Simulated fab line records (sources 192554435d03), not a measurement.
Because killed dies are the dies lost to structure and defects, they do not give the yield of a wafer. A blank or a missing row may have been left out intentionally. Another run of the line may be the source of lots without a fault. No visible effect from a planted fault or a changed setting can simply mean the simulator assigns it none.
Lot-split experiment / flow n5 finfet / 21 wafers read from 7 lots, route of 1938 steps

== THE SPLIT ITSELF ==
At N5_BEOL_M1_EXPOSE_25 (exposes mask V0, defocus 5 nm, target cd 24 nm), the setting dose mj was moved away from the recipe's 63 on 7 of the 21 wafers read, by -4.8% to +7.2%. For the rest of the wafers, this setting stayed at what the recipe calls for.

== FROM THE SPLIT TO THE READING: what the file shows between them, 7 steps ==
- N5_BEOL_M1_PEB_26: peb time 60 s
- N5_BEOL_M1_DEVELOP_27: develop time 30 s
- N5_BEOL_M1_ALD_98: deposits SiO2, target thk 2.5 nm, pulse time 1 s, co reactant pulse time 1 s
- N5_BEOL_M1_ETCHBACK_99: etches SiO2 in CHF3, target depth 5 nm, time 10.4 s
- N5_BEOL_M1_ETCH_70: etches SOC in N2/H2, target depth 80 nm, overetch 16 nm, time 120 s
- N5_BEOL_M1_STRIP_71: strips in N2/H2
- N5_BEOL_M1_STRIP_78: strips in N2/H2

== THE READING ==
BEOL_M1.cd nm (the simulator's own value, which no gauge read), in nm, at N5_BEOL_M1_VIA_ETCH_34 (etches the open film in C4F6/O2, target depth 67.8 nm, time 64.4 s). No usual value for it is given in the file. Across the 14 wafers here that went through the recipe, the average is 18.0 nm and the standard deviation 0.17 nm.

wafer=L074.2; tool, chamber at the split=euv scanner-02, 0; dose mj as run=63; against the recipe=recipe; BEOL_M1.cd nm, nm=18; against lot-mates on the recipe=-
wafer=L074.6; tool, chamber at the split=euv scanner-02, 0; dose mj as run=63; against the recipe=recipe; BEOL_M1.cd nm, nm=18; against lot-mates on the recipe=-
wafer=L074.3; tool, chamber at the split=euv scanner-02, 0; dose mj as run=63; against the recipe=recipe; BEOL_M1.cd nm, nm=17.8; against lot-mates on the recipe=-
wafer=L078.4; tool, chamber at the split=euv scanner-01, 0; dose mj as run=63; against the recipe=recipe; BEOL_M1.cd nm, nm=18.2; against lot-mates on the recipe=-
wafer=L078.5; tool, chamber at the split=euv scanner-01, 0; dose mj as run=63; against the recipe=recipe; BEOL_M1.cd nm, nm=18.4; against lot-mates on the recipe=-
wafer=L078.6; tool, chamber at the split=euv scanner-01, 0; dose mj as run=63; against the recipe=recipe; BEOL_M1.cd nm, nm=18; against lot-mates on the recipe=-
wafer=L080.1; tool, chamber at the split=euv scanner-01, 0; dose mj as run=60.92; against the recipe=-3.3%; BEOL_M1.cd nm, nm=17; against lot-mates on the recipe=-0.8
wafer=L080.5; tool, chamber at the split=euv scanner-01, 0; dose mj as run=60.92; against the recipe=-3.3%; BEOL_M1.cd nm, nm=17.2; against lot-mates on the recipe=-0.6
wafer=L080.6; tool, chamber at the split=euv scanner-01, 0; dose mj as run=63; against the recipe=recipe; BEOL_M1.cd nm, nm=17.8; against lot-mates on the recipe=-
wafer=L081.3; tool, chamber at the split=euv scanner-02, 0; dose mj as run=67.53; against the recipe=+7.2%; BEOL_M1.cd nm, nm=19.2; against lot-mates on the recipe=+1.4
wafer=L081.4; tool, chamber at the split=euv scanner-02, 0; dose mj as run=67.53; against the recipe=+7.2%; BEOL_M1.cd nm, nm=19.2; against lot-mates on the recipe=+1.4
wafer=L081.5; tool, chamber at the split=euv scanner-02, 0; dose mj as run=63; against the recipe=recipe; BEOL_M1.cd nm, nm=17.8; against lot-mates on the recipe=-
wafer=L089.2; tool, chamber at the split=euv scanner-01, 0; dose mj as run=63; against the recipe=recipe; BEOL_M1.cd nm, nm=18; against lot-mates on the recipe=-
wafer=L089.4; tool, chamber at the split=euv scanner-01, 0; dose mj as run=63; against the recipe=recipe; BEOL_M1.cd nm, nm=18; against lot-mates on the recipe=-
wafer=L089.5; tool, chamber at the split=euv scanner-01, 0; dose mj as run=63; against the recipe=recipe; BEOL_M1.cd nm, nm=18.2; against lot-mates on the recipe=-
wafer=L092.1; tool, chamber at the split=euv scanner-01, 0; dose mj as run=59.96; against the recipe=-4.8%; BEOL_M1.cd nm, nm=17.2; against lot-mates on the recipe=-0.8
wafer=L092.3; tool, chamber at the split=euv scanner-01, 0; dose mj as run=63; against the recipe=recipe; BEOL_M1.cd nm, nm=18; against lot-mates on the recipe=-
wafer=L092.5; tool, chamber at the split=euv scanner-01, 0; dose mj as run=63; against the recipe=recipe; BEOL_M1.cd nm, nm=18; against lot-mates on the recipe=-
wafer=L095.1; tool, chamber at the split=euv scanner-01, 0; dose mj as run=63; against the recipe=recipe; BEOL_M1.cd nm, nm=18.2; against lot-mates on the recipe=-
wafer=L095.2; tool, chamber at the split=euv scanner-01, 0; dose mj as run=61.51; against the recipe=-2.4%; BEOL_M1.cd nm, nm=18; against lot-mates on the recipe=-0.2
wafer=L095.3; tool, chamber at the split=euv scanner-01, 0; dose mj as run=61.51; against the recipe=-2.4%; BEOL_M1.cd nm, nm=17.4; against lot-mates on the recipe=-0.8

FIT RESULTS
A straight line over all 21 wafers: BEOL_M1.cd nm changes by +0.178 nm for each +1% of dose mj; r = +0.93; the points scatter about the line by 0.21 nm.
The same after taking each lot's own level away (the mean of its wafers on the recipe; 21 wafers): +0.194 nm for each +1%; r = +0.97; scatter 0.14 nm.
That fit puts the effect of the largest move of dose mj on the reading at 1.4 nm.
Measured against the standard deviation above, the lots' own levels, which go from 17.80 to 18.20 nm, span 2.4 times it.
The two slopes are in agreement: the lot-to-lot level therefore moves the slope only a little.
Check: +1.39 nm against its lot-mates is what the line predicts for one of the wafers moved furthest among these (+7.2%) when that wafer is left out of the fit. It came out at +1.4 nm against them.

== THE FILE'S OWN FIT ==
BEOL_M1.cd nm changes by +0.19 nm for each +1% of dose mj, r = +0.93.
